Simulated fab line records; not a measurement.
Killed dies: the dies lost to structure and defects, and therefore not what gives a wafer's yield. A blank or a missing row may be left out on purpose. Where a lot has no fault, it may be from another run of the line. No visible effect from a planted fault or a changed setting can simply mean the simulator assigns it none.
fab line records ; flow n5_finfet ; part 2 of 2: steps 19 to 31 of 31
[record] lots = 5; wafers = 15; last_day = 16
route steps=1938 shown MOL_CONTACT_COAG@569
lots that met no fault: from a run of the same line without faults
start_h: start of the lot's first displayed wafer, in hours after the record's first day ; wait_h: hours from the lot's prior step to this one ; " repeats the value in the row above ; L1.1+2: several wafers, shown together as one row ; - no value, or no start was given ; * or withheld: withheld ; < > ~ a bound
route shown NAME@n: NAME is a module with steps in the file, n the number in the route of the first one ; usual: mean and standard deviation over wafers with no fault ; same: alike in all rows ; chamber/n: place in a boat ; sites: per-site readings ; _std_site: their standard deviation ; _edge_site: mean of outer sites minus mean of inner sites ; radius_mm: for every site, how far away it sits from the centre of the wafer ; mask NAME#n: copy n ; behind: the tool/chamber that last shaped the wafer ; hold: cause of the lot's hold/its duration in hours/its outcome ; device: the n, p or np transistor that did not switch ; end of line: at the end of the route, the tests of the same wafers ; for a step that has no rows: nothing shown but its recipe ; killed: the dies lost at the first sort to structure and to defects; this is not the yield of the wafer ; map: shows each die of a wafer: x if killed, . if not, _ if none is there
set.NAME: the setting as run; set.NAME@STEP: as run at that earlier step ; model.NAME: the simulator's own value behind a step, which no gauge read
certain route steps with their lots: each step a table, each wafer a row
services: the hour from which a tool's chamber was out of use, counted from the record's first day as start_h (under 0 if before that day), plus the number of hours and why
[[steps]]
[step N5_MOL_CONTACT_COAG_STRIP_96]
[recipe] chemistry = N2/H2; power_w = 500; temp_c = 40; pressure_mtorr = 50; rf_frequency_hz = 6e+07; overash_fraction = 0.3; bias_power_w = 28; h2_frac = 0.5; n2_flow_sccm = 300; h2_flow_sccm = 300
[usual] bias_power_w = 28.01/0.092; drypump_motor_current_A = 5.8/0.55; oes_product_au = 0.78/0.078; rf_vpp_V = 121.9/1.3; showerhead_plenum_p_Torr = 3.36/0.11; throttle_valve_pct = 19.1/0.37
lot.wafer;tool;chamber;start_h;wait_h;bias_power_w;drypump_motor_current_A;oes_product_au;rf_hours_counter_h;rf_vpp_V;showerhead_plenum_p_Torr;throttle_valve_pct
L076.1;rie_diel-06;2;111.25;0.0;28.12;6.0;0.76;135;121.0;3.23;18.6
L076.3;rie_diel-06;0;111.25;0.0;28.21;6.9;0.81;90;122.8;3.26;18.5
L076.5;rie_diel-06;2;111.25;0.0;27.93;6.0;0.75;-;120.5;3.23;18.6
L079.2;rie_diel-06;3;133.44;0.0;27.87;4.9;0.83;75;122.1;3.41;19.4
L079.3;rie_diel-06;0;133.44;0.0;28.03;6.9;0.80;97;123.2;3.26;18.5
L079.5;rie_diel-06;2;133.44;0.0;27.94;5.9;0.74;-;121.0;3.23;18.6
L080.2;rie_diel-04;3;133.92;0.0;28.01;6.0;0.88;38;121.0;3.56;18.8
L080.4;rie_diel-04;0;133.92;0.0;28.03;6.5;0.70;230;122.3;3.31;18.8
L080.5;rie_diel-04;1;133.92;0.0;27.96;6.0;0.67;-;119.9;3.31;19.1
L087.1;rie_diel-06;3;176.88;0.0;28.00;4.9;0.80;92;119.9;3.40;19.4
L087.3;rie_diel-06;1;176.88;0.0;28.04;5.7;0.73;141;122.3;3.50;19.4
L087.4;rie_diel-06;0;176.88;0.0;28.00;6.8;0.79;107;120.7;3.25;18.5
L092.2;rie_diel-06;1;207.56;0.0;28.05;5.7;0.73;153;122.9;3.50;19.4
L092.3;rie_diel-06;0;207.56;0.0;28.19;6.8;0.78;120;121.4;3.24;18.5
L092.5;rie_diel-06;3;207.56;0.0;27.87;4.9;0.80;-;121.6;3.39;19.4
[step N5_MOL_CONTACT_COAG_ETCH_47]
[recipe] chemistry = CH3F/O2; target = SiNx; target_depth_a = 270; mask_material = SiO2; stop_on = W; over_etch_frac = 0.2; ion_energy_ev = 120; endpoint = OES-CN; pressure_mtorr = 30; source_w = 395; bias_w = 73; Ar_flow_sccm = 150; CH3F_flow_sccm = 30; O2_flow_sccm = 20; ends = end_point
[usual] drypump_motor_current_A = 5.8/0.55; etch_rf_on_time_s = 31.1/0.49; oes_product_au = 0.70/0.07; rf_vpp_V = 299.2/2.7; showerhead_plenum_p_Torr = 2.00/0.065; throttle_valve_pct = 16.37/0.27
lot.wafer;tool;chamber;start_h;wait_h;drypump_motor_current_A;etch_rf_on_time_s;oes_product_au;rf_hours_counter_h;rf_vpp_V;showerhead_plenum_p_Torr;throttle_valve_pct
L076.1;rie_diel-06;2;111.29;0.0;6.0;31.3;0.66;135;299.9;1.93;16.19
L076.3;rie_diel-06;0;111.29;0.0;6.8;31.2;0.72;90;298.2;1.93;15.98
L076.5;rie_diel-06;2;111.29;0.0;5.9;31.2;0.67;-;299.9;1.93;16.18
L079.2;rie_diel-06;3;133.48;0.0;4.9;30.7;0.73;75;299.9;2.02;16.35
L079.3;rie_diel-06;0;133.48;0.0;6.9;31.6;0.70;97;297.8;1.93;16.02
L079.5;rie_diel-06;2;133.48;0.0;6.0;31.3;0.66;-;299.8;1.92;16.20
L080.2;rie_diel-04;3;133.96;0.0;6.0;30.5;0.78;38;301.4;2.12;16.15
L080.4;rie_diel-04;0;133.96;0.0;6.5;31.4;0.62;230;295.5;1.98;16.57
L080.5;rie_diel-04;1;133.96;0.0;5.9;31.4;0.61;-;297.5;1.96;16.61
L087.1;rie_diel-06;3;176.92;0.0;4.9;30.9;0.72;92;302.3;2.02;16.39
L087.3;rie_diel-06;1;176.92;0.0;5.7;31.3;0.66;141;303.3;2.08;16.68
L087.4;rie_diel-06;0;176.92;0.0;6.8;31.7;0.70;108;299.3;1.92;16.03
L092.2;rie_diel-06;1;207.60;0.0;5.7;31.1;0.66;153;299.6;2.08;16.70
L092.3;rie_diel-06;0;207.60;0.0;6.8;31.6;0.68;120;297.4;1.92;16.05
L092.5;rie_diel-06;3;207.60;0.0;4.9;31.4;0.70;-;302.1;2.01;16.38
[step N5_MOL_CONTACT_COAG_STRIP_119]
[recipe] chemistry = N2/H2; time_s = 30; power_w = 1000; temp_c = 250; pressure_mtorr = withheld; n2_flow_sccm = 1750; h2_flow_sccm = 3250
[usual] drypump_motor_current_A = 5.4/0.57; heater_power_w = 323/19
lot.wafer;tool;chamber;start_h;wait_h;drypump_motor_current_A;heater_power_w;rf_hours_counter_h
L076.1;plasma_asher-01;1;111.37;0.1;5.3;330;48
L076.3;plasma_asher-01;1;111.37;0.1;5.3;335;-
L076.5;plasma_asher-01;1;111.37;0.1;5.3;321;-
L079.2;plasma_asher-01;0;133.56;0.1;6.6;346;52
L079.3;plasma_asher-01;0;133.56;0.1;6.6;336;-
L079.5;plasma_asher-01;0;133.56;0.1;6.6;347;-
L080.2;plasma_asher-02;0;134.05;0.1;4.9;339;97
L080.4;plasma_asher-02;1;134.05;0.1;5.2;297;-
L080.5;plasma_asher-02;1;134.05;0.1;5.2;304;-
L087.1;plasma_asher-02;0;177.00;0.1;4.9;331;111
L087.3;plasma_asher-02;0;177.00;0.1;4.9;320;-
L087.4;plasma_asher-02;1;177.00;0.1;5.2;294;-
L092.2;plasma_asher-01;1;207.68;0.1;5.3;340;57
L092.3;plasma_asher-01;0;207.68;0.1;6.6;345;-
L092.5;plasma_asher-01;0;207.68;0.1;6.6;338;-
[step N5_MOL_CONTACT_COAG_PRECLEAN_144]
[recipe] chemistry = alkaline_clean; temp_c = 60; time_s = 60; do_ppb = 50
lot.wafer;tool;chamber;start_h;wait_h
L076.1+3+5;wet_bench-05;1,7,6;111.46;0.1
L079.2+3+5;wet_bench-05;5,1,0;133.65;0.1
L080.2+4+5;wet_bench-03;0,3,1;134.13;0.1
L087.1+3+4;wet_bench-02;0,2,5;177.08;0.1
L092.2+3+5;wet_bench-02;2,1,5;207.77;0.1
[step N5_MOL_CONTACT_COAG_SRD_145]
[recipe] dry = ipa_marangoni; time_s = 30; temp_c = 23; rinse_liquid = diw
lot.wafer;tool;chamber;start_h;wait_h
L076.1+3+5;wet_bench-05;1,7,6;111.48;0.0
L079.2+3+5;wet_bench-05;5,1,0;133.67;0.0
L080.2+4+5;wet_bench-03;0,3,1;134.17;0.0
L087.1+3+4;wet_bench-02;0,2,5;177.10;0.0
L092.2+3+5;wet_bench-02;2,1,5;207.79;0.0
[step N5_MOL_CONTACT_COAG_CD_MEAS_137]
[recipe] target_cd_nm = 16
[usual] cd_nm = 15.86/0.3
lot.wafer;tool;chamber;start_h;wait_h;cd_nm
L076.1;cd_sem-03;-;111.52;0.0;16.05
L076.3;cd_sem-03;-;111.52;0.0;15.85
L076.5;cd_sem-03;-;111.52;0.0;15.62
L079.2;cd_sem-03;-;133.71;0.0;16.01
L079.3;cd_sem-03;-;133.71;0.0;16.17
L079.5;cd_sem-03;-;133.71;0.0;15.99
L080.2;cd_sem-02;-;134.23;0.0;16.15
L080.4;cd_sem-02;-;134.23;0.0;15.92
L080.5;cd_sem-02;-;134.23;0.0;15.90
L087.1;cd_sem-02;-;177.14;0.0;15.66
L087.3;cd_sem-02;-;177.14;0.0;16.08
L087.4;cd_sem-02;-;177.14;0.0;15.50
L092.2;cd_sem-03;-;207.83;0.0;15.68
L092.3;cd_sem-03;-;207.83;0.0;15.96
L092.5;cd_sem-03;-;207.83;0.0;15.64
[step N5_MOL_CONTACT_COAG_COAT_62]
[recipe] resist = SOC; temp_c = 250; time_s = 60; spin_rpm = 1500; resist_thk_nm = 60
lot.wafer;tool;chamber;start_h;wait_h
L076.1+3+5;litho_track-05;0;111.56;0.0
L079.2+3+5;litho_track-03;0;133.75;0.0
L080.2+4+5;litho_track-03;0;134.27;0.0
L087.1+3+4;litho_track-03;0;177.18;0.0
L092.2+3+5;litho_track-03;0;207.87;0.0
[step N5_MOL_CONTACT_COAG_COAT_63]
[recipe] resist = SiARC; temp_c = 220; time_s = 60; spin_rpm = 1500; resist_thk_nm = 10
lot.wafer;tool;chamber;start_h;wait_h
L076.1+3+5;litho_track-05;0;-;-
L079.2+3+5;litho_track-03;0;-;-
L080.2+4+5;litho_track-03;0;-;-
L087.1+3+4;litho_track-03;0;-;-
L092.2+3+5;litho_track-03;0;-;-
[step N5_MOL_CONTACT_COAG_COAT_64]
[recipe] resist = underlayer; temp_c = 205; time_s = 60; spin_rpm = 1500; resist_thk_nm = 10
lot.wafer;tool;chamber;start_h;wait_h
L076.1+3+5;litho_track-05;0;-;-
L079.2+3+5;litho_track-03;0;-;-
L080.2+4+5;litho_track-03;0;-;-
L087.1+3+4;litho_track-03;0;-;-
L092.2+3+5;litho_track-03;0;-;-
[step N5_MOL_CONTACT_COAG_COAT_34]
[recipe] resist = CAR-EUV; spin_rpm = 1500; resist_thk_nm = 40
lot.wafer;tool;chamber;start_h;wait_h
L076.1+3+5;litho_track-05;0;-;-
L079.2+3+5;litho_track-03;0;-;-
L080.2+4+5;litho_track-03;0;-;-
L087.1+3+4;litho_track-03;0;-;-
L092.2+3+5;litho_track-03;0;-;-
[step N5_MOL_CONTACT_COAG_EBR_36]
[recipe] solvent = PGMEA; ebr_width_mm = 1.5
[same] ebr_width_mm = 1.5
lot.wafer;tool;chamber;start_h;wait_h
L076.1+3+5;litho_track-05;0;-;-
L079.2+3+5;litho_track-03;0;-;-
L080.2+4+5;litho_track-03;0;-;-
L087.1+3+4;litho_track-03;0;-;-
L092.2+3+5;litho_track-03;0;-;-
[step N5_MOL_CONTACT_COAG_SOFTBAKE_35]
[recipe] temp_c = 110; time_s = 60; resist = CAR-EUV
lot.wafer;tool;chamber;start_h;wait_h
L076.1+3+5;litho_track-05;0;-;-
L079.2+3+5;litho_track-03;0;-;-
L080.2+4+5;litho_track-03;0;-;-
L087.1+3+4;litho_track-03;0;-;-
L092.2+3+5;litho_track-03;0;-;-
[step N5_MOL_CONTACT_COAG_EXPOSE_37]
[recipe] mask_id = VD; na = 0.33; source_shape = annular; sigma_inner = 0.3; sigma_outer = 0.7; polarization = unpolarized; defocus_nm = 0; dose_mj = 62
lot.wafer;tool;chamber;start_h;wait_h;mask
L076.1+3+5;euv_scanner-02;0;111.82;-;VD#0
L079.2+3+5;euv_scanner-01;0;134.02;-;VD#0
L080.2+4+5;euv_scanner-02;0;134.54;-;VD#0
L087.1+3+4;euv_scanner-01;0;177.45;-;VD#0
L092.2+3+5;euv_scanner-01;0;208.14;-;VD#0
[[services]]
tool;chamber;start_h;hours;kind
euv_scanner-02;-;91.68;1.0;pm
rie_diel-04;0;96.47;9.4;repair
rie_diel-04;1;108.49;18.2;repair
plasma_asher-02;-;108.90;1.4;repair
euv_scanner-01;-;132.23;1.0;pm
euv_scanner-02;-;137.35;28.6;repair
litho_track-03;-;138.32;-;consumable_replace:filter
rie_diel-04;1;151.30;-;clean
rie_diel-04;1;151.30;-;consumable_replace:focus_ring
rie_diel-04;1;151.30;20.6;scheduled_down
rie_diel-04;1;151.30;20.6;vent_cycle
plasma_asher-01;-;153.76;14.6;pm
rie_diel-06;2;154.30;2.7;repair
plasma_asher-01;-;168.36;28.1;pm
ald_sin-02;-;177.74;14.0;pm
rie_diel-02;-;187.98;14.6;pm
euv_scanner-01;-;188.38;1.0;pm
euv_scanner-02;-;190.35;4.6;pm
rie_diel-04;0;191.11;-;clean
rie_diel-04;0;191.11;-;consumable_replace:focus_ring
rie_diel-04;0;191.11;17.0;scheduled_down
rie_diel-04;0;191.11;17.0;vent_cycle
euv_scanner-01;-;198.58;4.6;pm
euv_scanner-02;-;203.98;1.0;pm
